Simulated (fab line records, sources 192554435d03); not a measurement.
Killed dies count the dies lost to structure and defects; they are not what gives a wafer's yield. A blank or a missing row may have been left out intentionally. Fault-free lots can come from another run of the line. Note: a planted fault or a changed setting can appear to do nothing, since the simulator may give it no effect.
Comparing a struck lot with a sound one + flow n5 finfet + 25 out of 1938 route steps
Sound: these wafers, L405.1, L405.3, L405.4. Struck: wafers L415.1, L415.2, L415.3. The cause comes at the end.
At each step with rows: each side's tool, then ch and its chambers, then its first start. Under that, the readings that differ: sound wafers + struck wafers + difference of the means + sigmas: that difference in standard deviations of wafers without a fault.
alike: readings whose means differ by less than 2 such deviations, and words and numbers that are the same on both sides. not compared: withheld readings, readings that some wafer has no value for, bounds like >300 that may hide the same value, and numbers for which the record gives no deviation and whose values overlap.
Wherever a step has rows on one side only, a row that says differs or no value, or a row with sigmas, the two part there. Numbers that have no deviation but don't overlap get no sigmas and don't part them. A reading that every wafer of one side lacks parts them only if that side has two wafers or more.

first, 9 steps without rows for these wafers: N5_BEOL_M2_EXPOSE_08 (exposes mask M2); N5_BEOL_M2_PEB_09 (peb time 60 s); N5_BEOL_M2_DEVELOP_10 (develop time 30 s); N5_BEOL_M2_DESCUM_16 (chemistry O2, time 7 s); N5_BEOL_M2_ETCH_74 (etches underlayer in N2/H2, target depth 6.5 nm, time 5.2 s); N5_BEOL_M2_ETCH_63 (etches SiARC in CF4, target depth 15.6 nm, time 26 s); N5_BEOL_M2_ETCH_64 (etches SOC in N2/H2, target depth 75 nm, overetch 22.5 nm, time 121.9 s); N5_BEOL_M2_STRIP_65 (strips in N2/H2); N5_BEOL_M2_STRIP_75 (strips in N2/H2).
N5_BEOL_M2_STRIP_66: strips in CF4.
  sound on rie diel-02 ch 2,3, day 6 19:48; struck on rie diel-02 ch 0,1,3, day 9 15:14
  alike: cf4 flow sccm, drypump motor current A, oes product au, rf fwd power W, rf vpp V, showerhead plenum p Torr, throttle valve pct
  not compared: rf hours counter h
then, 11 steps without rows for these wafers: N5_BEOL_M2_HM_OPEN_17 (chemistry Cl2/BCl3, target TiN, target depth 20 nm, overetch 6 nm); N5_BEOL_M2_STRIP_19 (strips in O2); N5_BEOL_M2_COAT_67 (time 60 s, resist thk 60 nm); N5_BEOL_M2_COAT_68 (time 60 s, resist thk 12 nm); N5_BEOL_M2_COAT_76 (time 60 s, resist thk 5 nm); N5_BEOL_M2_COAT_22 (resist thk 30 nm); N5_BEOL_M2_EBR_24; N5_BEOL_M2_SOFTBAKE_23 (time 60 s); N5_BEOL_M2_EXPOSE_25 (exposes mask V1, defocus 5 nm); N5_BEOL_M2_PEB_26 (peb time 60 s); N5_BEOL_M2_DEVELOP_27 (develop time 30 s).
N5_BEOL_M2_INSPECT_30: inspects for defects (brightfield).
  sound on defect inspect-02 at day 6 20:34; struck on defect inspect-02 at day 9 16:00
| reading          | sound       | struck         | difference | sigmas |
|------------------|-------------|----------------|------------|--------|
| raw defect count | 285 438 305 | 1604 1634 1602 | +1271      | +14    |
then, 1 step without rows for these wafers: N5_BEOL_M2_DESCUM_33 (chemistry O2, time 7 s).
N5_BEOL_M4_RC_MEAS_101:
  sound on prober-02 ch 0, day 8 09:13; struck on prober-01 ch 0, day 10 15:12
| reading       | sound          | struck         | difference | sigmas |
|---------------|----------------|----------------|------------|--------|
| DIBL_N (mV/V) | 41.0 40.0 35.3 | 33.4 34.2 36.3 | -4.1       | -2     |
  alike: DIBL_P, IOFF_N, IOFF_P, ION_N, ION_P, SS_N, SS_P, VT_N, VT_P
-- a jump in the record: the struck wafers' starts before and after are 5 days apart (it breaks off in module BEOL_M4 and resumes in module PASSIVATION, where the first step shown is number 1936 of the route) --
N5_PASSIVATION_PROBE_49:
  record: rows for the struck wafers here (prober-02, day 15 22:28), none for the sound ones

== WHERE THEY PART ==
First at N5_BEOL_M2_INSPECT_30; last, within this record, at N5_PASSIVATION_PROBE_49.

WHY: what the simulator had put in
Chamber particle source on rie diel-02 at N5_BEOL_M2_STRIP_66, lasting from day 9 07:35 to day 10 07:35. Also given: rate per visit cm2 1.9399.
